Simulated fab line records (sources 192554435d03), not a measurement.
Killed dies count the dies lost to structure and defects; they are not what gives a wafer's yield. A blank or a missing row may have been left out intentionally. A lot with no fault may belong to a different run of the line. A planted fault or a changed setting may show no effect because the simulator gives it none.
Matching of chambers ; flow n5_finfet ; 4 sister chambers for N5_BEOL_M0_CUTY_ETCH_62 on rie_diel-02
The step etches SiARC in CF4, time 58.5 s. 8 wafers are shown with their chamber, then 8 later ones without.

== EACH WAFER AND ITS CHAMBER ==
wafer;chamber;drypump_motor_current_A (A);showerhead_plenum_p_Torr (Torr)
L078.4;1;5.0;2.26
L086.3;0;4.8;2.13
L086.4;1;5.0;2.25
L086.6;3;5.2;2.15
L090.1;0;4.9;2.13
L090.2;2;6.3;2.26
L090.3;3;5.2;2.15
L093.2;2;6.3;2.25

== WAFERS WITHOUT THEIR CHAMBER ==
wafer;drypump_motor_current_A (A);showerhead_plenum_p_Torr (Torr)
L093.4;5.0;2.25
L093.6;5.0;2.25
L094.2;6.3;2.25
L094.3;5.2;2.15
L094.5;4.9;2.13
L095.1;5.0;2.25
L095.4;5.2;2.15
L095.6;5.2;2.15

== EACH ONE'S CHAMBER ==
wafer;from the rows above;in truth
L093.4;1;1
L093.6;1;1
L094.2;2;2
L094.3;3;3
L094.5;0;0
L095.1;1;1
L095.4;3;3
L095.6;3;3
Placed correctly: 8 of 8. Not placeable from these rows: 0. 0 placed wrongly.
How it was worked out, from the rows above alone: a wafer's distance from a chamber is the root of the sum, over the readings, of the square of ((its reading less the chamber's mean) divided by the reading's scatter). If the next closest chamber is less than 2 further off than the closest, the wafer can't be placed; otherwise it belongs to the closest. Each chamber's mean is taken over the wafers shown for it. The scatter: take each reading less its chamber's mean, square it, sum over the shown wafers, divide by the number of wafers less the number of chambers, and take the root.
